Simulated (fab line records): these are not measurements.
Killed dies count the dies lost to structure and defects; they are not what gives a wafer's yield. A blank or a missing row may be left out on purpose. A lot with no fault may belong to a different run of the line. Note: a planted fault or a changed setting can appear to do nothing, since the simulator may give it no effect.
Chamber matching / flow n5Finfet / N5_HKMG_FIN_ALD_74 on aldHk-01 has 4 sister chambers
The step deposits La2O3, target thk 0.5 nm, pulse time 6 s, co reactant pulse time 1 s. 4 wafers are shown with their chamber, then 9 later ones without.

WAFERS, EACH WITH ITS CHAMBER
wafer=L084.1; chamber=2; heaterPowerW (W)=301
wafer=L085.2; chamber=1; heaterPowerW (W)=346
wafer=L085.3; chamber=0; heaterPowerW (W)=363
wafer=L085.5; chamber=3; heaterPowerW (W)=392

WAFERS MISSING THEIR CHAMBER
wafer=L087.2; heaterPowerW (W)=311
wafer=L087.3; heaterPowerW (W)=362
wafer=L087.5; heaterPowerW (W)=309
wafer=L093.1; heaterPowerW (W)=334
wafer=L093.4; heaterPowerW (W)=404
wafer=L093.5; heaterPowerW (W)=332
wafer=L094.2; heaterPowerW (W)=399
wafer=L094.4; heaterPowerW (W)=306
wafer=L094.5; heaterPowerW (W)=393

CHAMBER TAKEN BY EACH
wafer=L087.2; from the rows above=2; in truth=2
wafer=L087.3; from the rows above=can't be placed: 0 or 1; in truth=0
wafer=L087.5; from the rows above=2; in truth=2
wafer=L093.1; from the rows above=can't be placed: 1 or 0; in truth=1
wafer=L093.4; from the rows above=3; in truth=3
wafer=L093.5; from the rows above=can't be placed: 1 or 0 or 2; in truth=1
wafer=L094.2; from the rows above=3; in truth=3
wafer=L094.4; from the rows above=2; in truth=2
wafer=L094.5; from the rows above=3; in truth=3
Placed correctly: 6 of 9. Not placeable from these rows: 3 (in 3, the candidates include the true chamber). Number placed wrongly: 0.
How it was worked out, from the rows above alone: a wafer's distance from a chamber is the root of the sum, over the readings, of the square of ((its reading less the chamber's mean) divided by the reading's scatter). The wafer belongs to the nearest chamber; if the next one is less than 2 further off, it can't be placed. The mean given for a chamber averages the wafers shown for that chamber. The scatter: with one shown wafer a chamber, the root of the mean of the squares of how far each hidden wafer lies from its nearest shown one.
